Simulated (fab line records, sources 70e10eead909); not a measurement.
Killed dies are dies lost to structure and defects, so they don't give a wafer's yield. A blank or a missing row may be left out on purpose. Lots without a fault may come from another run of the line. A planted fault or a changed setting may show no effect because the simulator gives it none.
Which tool did it? | flow nand_harc | 6 lots, 18 wafers sampled, at 5 steps of a route of 1159

WHAT THE GAUGES READ, wafer by wafer
NHARC_END_SORT_01.
lot  | measured     | on        | killed_at_array
L452 | day 24 04:29 | prober-01 | 75 65 55

WHICH TOOL RAN EACH LOT (tool, then ch and the chambers of the sampled wafers, then the start)
lot  | NHARC_A_STAIRCASE_DEP_301       | NHARC_THIN_TSV_DESCUM_14           | NHARC_THIN_TSV_DEP_47           | NHARC_THIN_TSV_PRE_CLEAN_54
L433 | pecvd-04 ch 1,2, day 11 20:50   | rie_diel-10 ch 1,2, day 19 01:27   | pecvd-02 ch 0,2, day 19 03:08   | pvd_sputter-01, day 19 06:11
L437 | pecvd-04 ch 0,2, day 12 17:48   | rie_diel-08 ch 0,3, day 19 12:09   | pecvd-02 ch 0,1,2, day 19 14:03 | pvd_sputter-01, day 19 17:05
L438 | pecvd-01 ch 0,1,2, day 13 07:31 | rie_diel-07 ch 0,1,2, day 20 12:05 | pecvd-02 ch 0,1,2, day 20 13:46 | pvd_sputter-02, day 20 17:07
L443 | pecvd-01 ch 0,2, day 14 09:27   | rie_diel-10 ch 0,1, day 20 23:45   | pecvd-01 ch 1,2, day 21 01:34   | pvd_sputter-01, day 21 04:41
L448 | pecvd-01 ch 0,2, day 15 11:32   | rie_diel-07 ch 0,1,3, day 22 21:46 | pecvd-01 ch 0,1,2, day 22 23:55 | pvd_sputter-02, day 23 02:56
L452 | pecvd-01 ch 1,2, day 16 11:35   | rie_diel-07 ch 0,1,2, day 23 04:34 | pecvd-02 ch 0,1,2, day 23 06:13 | pvd_sputter-02, day 23 10:10
- NHARC_A_STAIRCASE_DEP_301: deposits SiON, target thk 30 nm.
- NHARC_THIN_TSV_DESCUM_14: chemistry O2, time 3 s.
- NHARC_THIN_TSV_DEP_47: deposits SiO2, target thk 200 nm.
- NHARC_THIN_TSV_PRE_CLEAN_54: time 30 s.

THE ANSWER, worked out from the rows above alone
Rule: what is usual is taken from the lots themselves. Put in order of their means at a reading, lots are off if they are a third of the lots or fewer, leave a main group of 4 or more, and stand apart from it by a gap of 3 or more times the standard deviation of the main group's means; of several such gaps the widest counts. A main group whose means are all the same, to the digits that the tables above print for the reading, isn't used. A lot without any number at a reading at which 4 lots or more have one is off too. The other lots that the step has rows for count as sound.
No lot is off at any reading shown: from this, nothing can be told.

WHAT THE SIMULATOR HAD PUT IN
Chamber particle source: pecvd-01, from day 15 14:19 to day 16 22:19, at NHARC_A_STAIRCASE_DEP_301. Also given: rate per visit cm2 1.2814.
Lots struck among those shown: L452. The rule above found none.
